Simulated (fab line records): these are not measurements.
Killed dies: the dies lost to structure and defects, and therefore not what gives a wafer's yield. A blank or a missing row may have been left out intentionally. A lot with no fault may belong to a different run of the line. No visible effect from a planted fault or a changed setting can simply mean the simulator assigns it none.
fab line records	flow n5_finfet	part 1 of 2: steps 1 to 22 of 29
record lots=5	wafers=15	last_day=17
route steps=1938 shown BEOL_M2@920 BEOL_M3@931
lots untouched by any fault: they come from a run of this same line in which no faults occurred
start_h: hours from the record's opening day to when the first of the lot's shown wafers began	wait_h: hours elapsed since this lot's preceding step	" as in the row above	L1.1+2: one row covering several wafers at once	- no value present, or no start provided	* or withheld: withheld	< > ~ a bound
route shown NAME@n: a module of which the file shows steps, and the number in the route of the first	usual: the fault-free wafers' mean and standard deviation	same: alike in all rows	chamber/n: place in a boat	sites: per-site readings	_std_site: the values' standard deviation	_edge_site: the outer-site mean with the inner-site mean subtracted	radius_mm: for every site, how far away it sits from the centre of the wafer	mask NAME#n: copy n	behind: tool/chamber where the wafer was last shaped	hold: what put the lot on hold/how long, in hours/how the hold closed	device: transistor that didn't switch, given as n, p or np	end of line: at the end of the route, the tests of the same wafers	where a step has no rows: the recipe by itself	killed: count of dies lost to structure and defects at first sort (not the wafer's yield)	map: a wafer's dies, x killed, . not, _ none there
set.NAME: the run value of the setting; set.NAME@STEP: its run value at that earlier step	model.NAME: the simulator's own value behind a step, which no gauge read
lots seen at some steps along the route; tables by step, rows by wafer
services: a tool's chamber out of use, with start hour (start_h, from the record's first day; less than 0 if before it), hours out, and reason
## steps
# step N5_BEOL_M2_SPUTTER_96
# recipe material=Cu	target_thk_a=45	temp_c=-20	chamber_pressure_pa=0.07	power_w=withheld	time_s=8.29
# usual chuck_sensor_temp_C=-15.8/0.48	substrate_temp_c=-20.00/0.11	throttle_valve_pct=29.4/1.2
# same time_s=8.29
lot.wafer	tool	chamber	start_h	wait_h	chuck_sensor_temp_C	substrate_temp_c	throttle_valve_pct
L075.2	pvd_sputter-03	-	153.18	0.1	-15.4	-19.93	29.5
L075.3	"	-	"	"	-16.1	-20.14	30.5
L075.5	"	-	"	"	-14.9	-20.04	29.8
L079.3	pvd_sputter-02	-	174.06	0.1	-15.7	-19.77	28.3
L079.5	"	-	"	"	-15.8	-20.16	30.3
L079.6	"	-	"	"	-16.1	-20.05	27.8
L088.1	pvd_sputter-02	-	220.27	0.1	-16.8	-19.95	29.6
L088.4	"	-	"	"	-15.8	-19.99	30.2
L088.6	"	-	"	"	-15.8	-20.09	27.9
L093.2	pvd_sputter-01	-	265.70	0.1	-16.2	-19.93	30.8
L093.4	"	-	"	"	-15.0	-19.92	30.5
L093.6	"	-	"	"	-16.2	-19.93	31.0
L096.1	pvd_sputter-02	-	275.73	0.1	-15.9	-19.81	28.0
L096.3	"	-	"	"	-15.7	-19.95	30.2
L096.5	"	-	"	"	-15.8	-20.00	28.3
# step N5_BEOL_M2_ECD_50
# recipe material=Cu	target_thk_a=3000
lot.wafer	tool	chamber	start_h	wait_h
L075.2+3+5	ecd_cu-01	1,1,0	153.29	0.1
L079.3+5+6	ecd_cu-01	1,1,0	174.20	0.1
L088.1+4+6	ecd_cu-02	1	220.39	0.1
L093.2+4+6	ecd_cu-01	1	265.82	0.1
L096.1+3+5	ecd_cu-02	1	275.85	0.1
# step N5_BEOL_M2_ANNEAL_51
# recipe temp_c=225	time_s=90	ambient=N2
# usual wafer_temp_C_max=226.00/0.25
# same time_s=90
lot.wafer	tool	chamber	start_h	wait_h	wafer_temp_C_max
L075.2	rtp_anneal-02	0	153.42	0.1	225.82
L075.3	"	0	"	"	226.20
L075.5	"	0	"	"	225.68
L079.3	rtp_anneal-01	0	174.35	0.1	226.42
L079.5	"	0	"	"	225.96
L079.6	"	0	"	"	226.05
L088.1	rtp_anneal-02	0	220.47	0.1	225.98
L088.4	"	0	"	"	225.65
L088.6	"	0	"	"	225.79
L093.2	rtp_anneal-02	0	265.94	0.1	225.77
L093.4	"	0	"	"	225.99
L093.6	"	0	"	"	226.06
L096.1	rtp_anneal-01	0	275.92	0.1	225.99
L096.3	"	0	"	"	225.70
L096.5	"	0	"	"	226.40
# step N5_BEOL_M2_CMP_52
# recipe stop_on=SiOC	t_overpolish_s=6.8	down_force_psi=1	platen_rpm=50	clearing_platen_down_force_psi=1.5	clearing_platen_rpm=50	post_cmp_clean=cu_alkaline	target_thk_nm=40	clearing_platen_pad_velocity_m_s=0.99484	pad_velocity_m_s=0.99484
# usual barrier_field_endpoint_s=25.0/0.54	head_pressure_psi=1.0000/0.0022	motor_current_A=6.0/0.59	overpolish_run_s=6.801/0.0082	slurry_filter_dp_kPa=13.50/0.14	time_to_endpoint_s=64.0/2.5
lot.wafer	tool	chamber	start_h	wait_h	barrier_field_endpoint_s	head_pressure_psi	motor_current_A	overpolish_run_s	slurry_filter_dp_kPa	time_to_endpoint_s
L075.2	cmp-03	1	153.71	0.2	24.0	1.0006	5.0	6.788	13.42	59.9
L075.3	"	3	"	"	24.2	1.0044	5.4	6.788	13.78	64.0
L075.5	"	0	"	"	25.4	0.9986	5.7	6.809	13.49	64.5
L079.3	cmp-02	1	174.56	0.2	23.8	0.9988	6.6	6.800	13.45	60.6
L079.5	"	1	"	"	24.4	1.0017	6.1	6.795	13.28	63.7
L079.6	"	2	"	"	25.3	1.0015	6.6	6.802	13.57	66.5
L088.4	cmp-03	3	220.80	0.2	25.3	1.0026	5.4	6.797	13.44	62.3
L088.1	"	1	"	"	25.6	0.9986	5.2	6.802	13.43	65.0
L088.6	"	2	"	"	25.5	0.9981	5.5	6.801	13.54	59.2
L093.4	cmp-04	0	266.27	0.2	25.3	1.0015	7.0	6.824	13.62	62.6
L093.2	"	1	"	"	24.9	1.0005	6.5	6.799	13.59	64.1
L093.6	"	3	"	"	25.2	0.9985	6.1	6.800	13.44	62.0
L096.1	cmp-04	2	276.26	0.3	25.5	0.9987	6.4	6.805	13.35	65.3
L096.3	"	3	"	"	25.0	0.9996	6.3	6.792	13.51	64.8
L096.5	"	1	"	"	25.0	1.0019	6.4	6.806	13.30	65.0
# step N5_BEOL_M2_THK_MEAS_53
# recipe thk_meas_gauge=xrf	reads=Cu_of_BEOL_M2_ECD_50
# usual M2_THK=40.1/1.4
lot.wafer	tool	chamber	start_h	wait_h	M2_THK[nm]
L075.2	film_metro-02	-	153.96	-	41.8
L075.3	"	-	"	"	40.8
L075.5	"	-	"	"	38.1
L079.3	film_metro-01	-	174.85	-	39.5
L079.5	"	-	"	"	37.2
L079.6	"	-	"	"	38.8
L088.1	film_metro-01	-	221.06	-	39.2
L088.4	"	-	"	"	39.8
L088.6	"	-	"	"	38.9
L093.2	film_metro-01	-	266.49	-	38.8
L093.4	"	-	"	"	39.8
L093.6	"	-	"	"	38.0
L096.1	film_metro-01	-	276.52	-	39.6
L096.3	"	-	"	"	40.9
L096.5	"	-	"	"	39.6
# step N5_BEOL_M2_PRE_CLEAN_60
# recipe gas=NH3/H2	time_s=15	temp_c=*	rf_power_w=300
# usual heater_power_w=86/16
# same time_s=15
lot.wafer	tool	chamber	start_h	wait_h	heater_power_w
L075.2	cvd_co-02	1	154.00	0.0	69
L075.3	"	2	"	"	84
L075.5	"	0	"	"	114
L079.3	cvd_co-02	1	174.89	0.0	69
L079.5	"	1	"	"	67
L079.6	"	0	"	"	112
L088.1	cvd_co-01	2	221.10	0.0	91
L088.4	"	2	"	"	92
L088.6	"	1	"	"	65
L093.2	cvd_co-02	0	266.53	0.0	113
L093.4	"	1	"	"	69
L093.6	"	2	"	"	87
L096.1	cvd_co-02	1	276.55	0.0	70
L096.3	"	2	"	"	87
L096.5	"	1	"	"	69
# step N5_BEOL_M2_CO_CAP_55
# recipe material=Co	target_thk_a=20	temp_c=200	precursor=CCTBA/H2	pressure_torr=30	time_s=102.1
# usual heater_power_w=238/20
# same time_s=102.1
lot.wafer	tool	chamber	start_h	wait_h	heater_power_w
L075.2	cvd_co-02	1	154.04	0.0	214
L075.3	"	2	"	"	235
L075.5	"	0	"	"	269
L079.3	cvd_co-02	1	174.93	0.0	218
L079.5	"	1	"	"	206
L079.6	"	0	"	"	272
L088.1	cvd_co-01	2	221.14	0.0	246
L088.4	"	2	"	"	251
L088.6	"	1	"	"	210
L093.2	cvd_co-02	0	266.57	0.0	271
L093.4	"	1	"	"	218
L093.6	"	2	"	"	239
L096.1	cvd_co-02	1	276.59	0.0	219
L096.3	"	2	"	"	244
L096.5	"	1	"	"	219
# step N5_BEOL_M2_PRE_CLEAN_56
# recipe gas=NH3	time_s=15	temp_c=withheld	rf_power_w=300
# same time_s=15
lot.wafer	tool	chamber	start_h	wait_h
L075.2+3+5	pecvd-02	1,0,1	154.13	0.1
L079.3+5+6	pecvd-04	1,2,1	175.03	0.1
L088.1+4+6	pecvd-01	1,1,2	221.23	0.1
L093.2+4+6	pecvd-01	1,2,0	266.66	0.1
L096.1+3+5	pecvd-04	1,2,1	276.68	0.1
# step N5_BEOL_M2_DEP_57
# recipe material=SiCN	target_thk_a=80	temp_c=withheld	precursor=3MS/NH3	pressure_torr=3	rf_w=202	time_s=14
# usual showerhead_plenum_p_Torr=3.662/0.012	showerhead_vpp_V=884/28	throttle_valve_pct=9.1/0.51
# same time_s=14
lot.wafer	tool	chamber	start_h	wait_h	showerhead_plenum_p_Torr	showerhead_vpp_V	throttle_valve_pct
L075.2	pecvd-02	1	154.17	0.0	3.682	862	9.4
L075.3	"	0	"	"	3.641	874	9.8
L075.5	"	1	"	"	3.685	872	9.5
L079.3	pecvd-04	1	175.08	0.0	3.657	870	9.0
L079.5	"	2	"	"	3.658	893	9.0
L079.6	"	1	"	"	3.654	858	8.8
L088.1	pecvd-01	1	221.27	0.0	3.658	862	9.4
L088.4	"	1	"	"	3.666	860	9.2
L088.6	"	2	"	"	3.671	928	8.2
L093.2	pecvd-01	1	266.68	0.0	3.654	864	9.4
L093.4	"	2	"	"	3.668	931	8.0
L093.6	"	0	"	"	3.669	918	9.6
L096.1	pecvd-04	1	276.71	0.0	3.660	846	9.0
L096.3	"	2	"	"	3.660	885	8.2
L096.5	"	1	"	"	3.654	854	9.3
# step N5_BEOL_M2_RS_MEAS_58
# recipe thk_meas_gauge=four-point-probe	reads=Co_of_BEOL_M2_CO_CAP_55+Cu_of_BEOL_M2_ECD_50+Co_of_BEOL_M2_CVD_47+TaN_of_BEOL_M2_ALD_84
# usual M2_RS=0.662/0.029
lot.wafer	tool	chamber	start_h	wait_h	M2_RS[ohm/sq]
L075.2	film_metro-01	-	154.25	0.1	0.632
L075.3	"	-	"	"	0.651
L075.5	"	-	"	"	0.713
L079.3	film_metro-02	-	175.15	0.1	0.666
L079.5	"	-	"	"	0.716
L079.6	"	-	"	"	0.680
L088.1	film_metro-01	-	221.35	0.1	0.683
L088.4	"	-	"	"	0.666
L088.6	"	-	"	"	0.685
L093.2	film_metro-01	-	266.75	0.1	0.691
L093.4	"	-	"	"	0.670
L093.6	"	-	"	"	0.711
L096.1	film_metro-01	-	276.78	0.0	0.677
L096.3	"	-	"	"	0.649
L096.5	"	-	"	"	0.673
# step N5_BEOL_M2_INSPECT_59
# recipe inspect_instrument=darkfield	mode=post_dep
# usual raw_defect_count=74/25
lot.wafer	tool	chamber	start_h	wait_h	raw_defect_count
L075.2	defect_inspect-01	-	154.28	0.0	51
L075.3	"	-	"	"	73
L075.5	"	-	"	"	55
L079.3	defect_inspect-01	-	175.17	0.0	94
L079.5	"	-	"	"	78
L079.6	"	-	"	"	86
L088.1	defect_inspect-02	-	221.38	0.0	53
L088.4	"	-	"	"	43
L088.6	"	-	"	"	67
L093.2	defect_inspect-01	-	266.78	0.0	59
L093.4	"	-	"	"	73
L093.6	"	-	"	"	60
L096.1	defect_inspect-01	-	276.80	0.0	81
L096.3	"	-	"	"	65
L096.5	"	-	"	"	103
# step N5_BEOL_M3_ILD_DEP_00
# recipe material=SiOC	target_thk_a=790	temp_c=350	precursor=DEMS/O2	pressure_torr=5	rf_w=500	time_s=15.3
# usual heater_power_w=441/87	showerhead_plenum_p_Torr=5.687/0.017	showerhead_vpp_V=1391/46	throttle_valve_pct=11.9/0.66
# same time_s=15.3
lot.wafer	tool	chamber	start_h	wait_h	heater_power_w	showerhead_plenum_p_Torr	showerhead_vpp_V	throttle_valve_pct
L075.2	pecvd-01	1	154.32	0.0	476	5.705	1360	12.3
L075.3	"	0	"	"	349	5.691	1465	12.5
L075.5	"	0	"	"	354	5.705	1451	12.5
L079.3	pecvd-01	0	175.22	0.0	291	5.696	1464	12.5
L079.5	"	2	"	"	368	5.699	1460	10.6
L079.6	"	0	"	"	289	5.694	1451	12.5
L088.1	pecvd-02	1	221.41	0.0	412	5.714	1383	12.5
L088.4	"	1	"	"	424	5.706	1361	12.9
L088.6	"	0	"	"	492	5.695	1379	12.7
L093.2	pecvd-03	0	266.81	0.0	516	5.674	1385	12.2
L093.4	"	0	"	"	520	5.673	1391	12.1
L093.6	"	2	"	"	361	5.684	1400	11.0
L096.1	pecvd-01	1	276.84	0.0	476	5.689	1357	12.0
L096.3	"	2	"	"	445	5.694	1438	11.1
L096.5	"	1	"	"	481	5.681	1355	12.2
# step N5_BEOL_M3_THK_MEAS_01
# recipe reads=SiOC_of_BEOL_M3_ILD_DEP_00
# usual M3_ILD_THK=79.0/0.95
lot.wafer	tool	chamber	start_h	wait_h	M3_ILD_THK[nm]
L075.2	film_metro-01	-	154.38	0.1	78.6
L075.3	"	-	"	"	78.2
L075.5	"	-	"	"	78.6
L079.3	film_metro-01	-	175.29	0.1	78.1
L079.5	"	-	"	"	79.3
L079.6	"	-	"	"	79.4
L088.1	film_metro-02	-	221.48	0.0	78.9
L088.4	"	-	"	"	78.8
L088.6	"	-	"	"	79.2
L093.2	film_metro-02	-	266.88	0.1	79.2
L093.4	"	-	"	"	78.9
L093.6	"	-	"	"	79.6
L096.1	film_metro-01	-	276.91	0.0	78.3
L096.3	"	-	"	"	78.3
L096.5	"	-	"	"	79.9
# step N5_BEOL_M3_PECVD_72
# recipe material=SiO2	target_thk_a=160	temp_c=400	precursor=TEOS/O2	pressure_torr=5.5	rf_w=450	teos_flow_sccm=53.8	gas=O2	flow_sccm=3000	time_s=18
# usual heater_power_w=673/110	showerhead_plenum_p_Torr=8.74/0.077	showerhead_vpp_V=1312/39	throttle_valve_pct=22.2/1.2
# same time_s=18
lot.wafer	tool	chamber	start_h	wait_h	heater_power_w	showerhead_plenum_p_Torr	showerhead_vpp_V	throttle_valve_pct
L075.2	pecvd-01	1	154.42	0.0	686	8.75	1310	22.9
L075.3	"	2	"	"	604	8.82	1371	20.1
L075.5	"	0	"	"	534	8.77	1355	23.7
L079.3	pecvd-01	0	175.32	0.0	470	8.77	1362	23.6
L079.5	"	2	"	"	652	8.80	1395	20.4
L079.6	"	0	"	"	467	8.77	1377	23.5
L088.1	pecvd-03	0	221.52	0.0	692	8.62	1323	22.4
L088.4	"	1	"	"	603	8.78	1247	20.9
L088.6	"	0	"	"	693	8.62	1345	22.5
L093.2	pecvd-02	0	266.92	0.0	781	8.68	1295	23.3
L093.4	"	1	"	"	596	8.88	1303	23.7
L093.6	"	0	"	"	799	8.68	1290	23.1
L096.1	pecvd-03	0	276.94	0.0	692	8.61	1330	22.4
L096.3	"	1	"	"	575	8.74	1277	21.2
L096.5	"	1	"	"	557	8.77	1256	21.2
# step N5_BEOL_M3_HM_DEP_02
# recipe material=TiN	target_thk_a=200	temp_c=25	chamber_pressure_pa=0.49996
# usual substrate_temp_c=24.99/0.11	throttle_valve_pct=29.4/1.2
lot.wafer	tool	chamber	start_h	wait_h	substrate_temp_c	throttle_valve_pct
L075.2	pvd_sputter-01	-	155.01	0.6	25.03	27.0
L075.3	"	-	"	"	25.02	30.3
L075.5	"	-	"	"	24.69	31.1
L079.3	pvd_sputter-01	-	175.82	0.5	25.33	27.0
L079.5	"	-	"	"	24.94	30.8
L079.6	"	-	"	"	25.17	30.9
L088.1	pvd_sputter-02	-	222.13	0.6	25.03	28.0
L088.4	"	-	"	"	25.10	30.5
L088.6	"	-	"	"	24.92	28.2
L093.2	pvd_sputter-01	-	269.26	2.3	24.90	28.9
L093.4	"	-	"	"	25.06	30.5
L093.6	"	-	"	"	25.07	30.5
L096.1	pvd_sputter-02	-	277.37	0.4	24.96	30.5
L096.3	"	-	"	"	24.99	29.9
L096.5	"	-	"	"	25.03	30.3
# step N5_BEOL_M3_COAT_61
# recipe resist=SOC	temp_c=250	time_s=60	spin_rpm=1500	resist_thk_nm=60
# usual exhaust_pa=45.0/0.85	plate_temp_C=250.00/0.17	spin_speed_rpm=1499.8/0.96
# same time_s=60
lot.wafer	tool	chamber	start_h	wait_h	exhaust_pa	plate_temp_C	spin_speed_rpm
L075.2	litho_track-03	0	155.13	0.1	45.5	249.66	1499.5
L075.3	"	0	"	"	44.8	249.87	1499.0
L075.5	"	0	"	"	44.4	249.66	1498.7
L079.3	litho_track-02	0	175.95	0.1	46.2	250.19	1500.0
L079.5	"	0	"	"	44.5	250.05	1499.8
L079.6	"	0	"	"	43.6	249.94	1501.1
L088.1	litho_track-03	0	222.26	0.1	44.0	250.00	1498.8
L088.4	"	0	"	"	45.0	249.77	1499.6
L088.6	"	0	"	"	44.6	250.06	1498.2
L093.2	litho_track-01	0	269.38	0.1	44.1	249.82	1499.8
L093.4	"	0	"	"	45.7	249.95	1498.9
L093.6	"	0	"	"	44.4	250.02	1502.1
L096.1	litho_track-02	0	277.50	0.1	45.0	250.01	1500.6
L096.3	"	0	"	"	45.1	250.17	1499.4
L096.5	"	0	"	"	44.8	249.83	1499.9
# step N5_BEOL_M3_COAT_62
# recipe resist=SiARC	temp_c=220	time_s=60	spin_rpm=1500	resist_thk_nm=12
# usual exhaust_pa=45.1/0.94	plate_temp_C=220.02/0.14	spin_speed_rpm=1499.9/0.94
# same time_s=60
lot.wafer	tool	chamber	start_h	wait_h	exhaust_pa	plate_temp_C	spin_speed_rpm
L075.2	litho_track-03	0	-	-	44.1	219.99	1498.8
L075.3	"	0	"	"	43.1	220.10	1501.3
L075.5	"	0	"	"	44.0	220.04	1500.7
L079.3	litho_track-02	0	-	-	46.4	219.80	1497.7
L079.5	"	0	"	"	45.2	219.89	1499.1
L079.6	"	0	"	"	45.5	219.91	1498.5
L088.1	litho_track-03	0	-	-	45.8	220.38	1500.1
L088.4	"	0	"	"	45.3	220.47	1500.5
L088.6	"	0	"	"	45.6	220.05	1500.2
L093.2	litho_track-01	0	-	-	43.5	220.00	1500.1
L093.4	"	0	"	"	44.6	220.17	1499.9
L093.6	"	0	"	"	44.3	220.11	1500.1
L096.1	litho_track-02	0	-	-	43.5	220.00	1499.3
L096.3	"	0	"	"	43.1	220.00	1498.9
L096.5	"	0	"	"	44.9	219.83	1500.2
# step N5_BEOL_M3_COAT_73
# recipe resist=underlayer	temp_c=205	time_s=60	spin_rpm=1500	resist_thk_nm=5
# usual exhaust_pa=45.2/0.83	plate_temp_C=204.96/0.17	spin_speed_rpm=1499.9/0.93
# same time_s=60
lot.wafer	tool	chamber	start_h	wait_h	exhaust_pa	plate_temp_C	spin_speed_rpm
L075.2	litho_track-03	0	-	-	45.2	205.14	1500.0
L075.3	"	0	"	"	46.2	204.95	1498.8
L075.5	"	0	"	"	46.0	204.95	1501.2
L079.3	litho_track-02	0	-	-	46.3	205.03	1499.8
L079.5	"	0	"	"	47.5	204.86	1499.7
L079.6	"	0	"	"	46.4	204.98	1500.4
L088.1	litho_track-03	0	-	-	44.2	205.12	1499.3
L088.4	"	0	"	"	45.3	204.80	1500.7
L088.6	"	0	"	"	44.1	204.88	1498.6
L093.2	litho_track-01	0	-	-	43.8	205.12	1500.0
L093.4	"	0	"	"	44.4	204.99	1500.6
L093.6	"	0	"	"	44.3	205.01	1499.8
L096.1	litho_track-02	0	-	-	44.8	205.03	1500.5
L096.3	"	0	"	"	45.5	204.94	1501.1
L096.5	"	0	"	"	45.6	205.21	1499.9
# step N5_BEOL_M3_COAT_05
# recipe resist=CAR-EUV	spin_rpm=1500	resist_thk_nm=30
# usual exhaust_pa=44.9/0.85	spin_speed_rpm=1500.0/1
lot.wafer	tool	chamber	start_h	wait_h	exhaust_pa	spin_speed_rpm
L075.2	litho_track-03	0	-	-	43.4	1500.0
L075.3	"	0	"	"	44.0	1499.5
L075.5	"	0	"	"	45.5	1500.6
L079.3	litho_track-02	0	-	-	43.8	1500.3
L079.5	"	0	"	"	45.6	1501.2
L079.6	"	0	"	"	43.9	1502.1
L088.1	litho_track-03	0	-	-	44.5	1500.5
L088.4	"	0	"	"	45.4	1500.7
L088.6	"	0	"	"	43.5	1499.5
L093.2	litho_track-01	0	-	-	45.3	1499.1
L093.4	"	0	"	"	45.0	1500.0
L093.6	"	0	"	"	45.0	1499.9
L096.1	litho_track-02	0	-	-	45.3	1498.0
L096.3	"	0	"	"	46.8	1499.2
L096.5	"	0	"	"	44.4	1499.9
# step N5_BEOL_M3_EBR_07
# recipe solvent=PGMEA	ebr_width_mm=1.5
# usual exhaust_pa=45.0/0.8
lot.wafer	tool	chamber	start_h	wait_h	exhaust_pa
L075.2	litho_track-03	0	-	-	44.3
L075.3	"	0	"	"	45.1
L075.5	"	0	"	"	45.4
L079.3	litho_track-02	0	-	-	45.7
L079.5	"	0	"	"	45.6
L079.6	"	0	"	"	44.8
L088.1	litho_track-03	0	-	-	45.1
L088.4	"	0	"	"	46.1
L088.6	"	0	"	"	44.7
L093.2	litho_track-01	0	-	-	44.1
L093.4	"	0	"	"	44.7
L093.6	"	0	"	"	44.2
L096.1	litho_track-02	0	-	-	44.0
L096.3	"	0	"	"	44.2
L096.5	"	0	"	"	44.0
# step N5_BEOL_M3_SOFTBAKE_06
# recipe temp_c=110	time_s=60	resist=CAR-EUV
# usual exhaust_pa=44.9/0.93	plate_temp_C=110.00/0.15
# same time_s=60
lot.wafer	tool	chamber	start_h	wait_h	exhaust_pa	plate_temp_C
L075.2	litho_track-03	0	-	-	44.4	110.02
L075.3	"	0	"	"	44.9	110.04
L075.5	"	0	"	"	43.4	110.15
L079.3	litho_track-02	0	-	-	45.9	109.77
L079.5	"	0	"	"	44.2	109.98
L079.6	"	0	"	"	43.7	110.04
L088.1	litho_track-03	0	-	-	46.2	110.19
L088.4	"	0	"	"	46.2	110.55
L088.6	"	0	"	"	46.4	110.26
L093.2	litho_track-01	0	-	-	44.7	109.90
L093.4	"	0	"	"	44.9	109.86
L093.6	"	0	"	"	44.8	109.83
L096.1	litho_track-02	0	-	-	43.8	109.85
L096.3	"	0	"	"	45.2	110.02
L096.5	"	0	"	"	45.1	109.78
# step N5_BEOL_M3_EXPOSE_08
# recipe mask_id=M3	na=0.33	source_shape=dipole	sigma_inner=0.369	sigma_outer=0.767	polarization=unpolarized	dose_mj=33
# same sigma_inner=0.369
lot.wafer	tool	chamber	start_h	wait_h	mask
L075.2+3+5	euv_scanner-01	0	155.28	-	M3#0
L079.3+5+6	euv_scanner-02	0	176.10	-	M3#0
L088.1+4+6	euv_scanner-02	0	222.52	-	M3#0
L093.2+4+6	euv_scanner-02	0	269.53	-	M3#0
L096.1+3+5	euv_scanner-02	0	277.63	-	M3#0
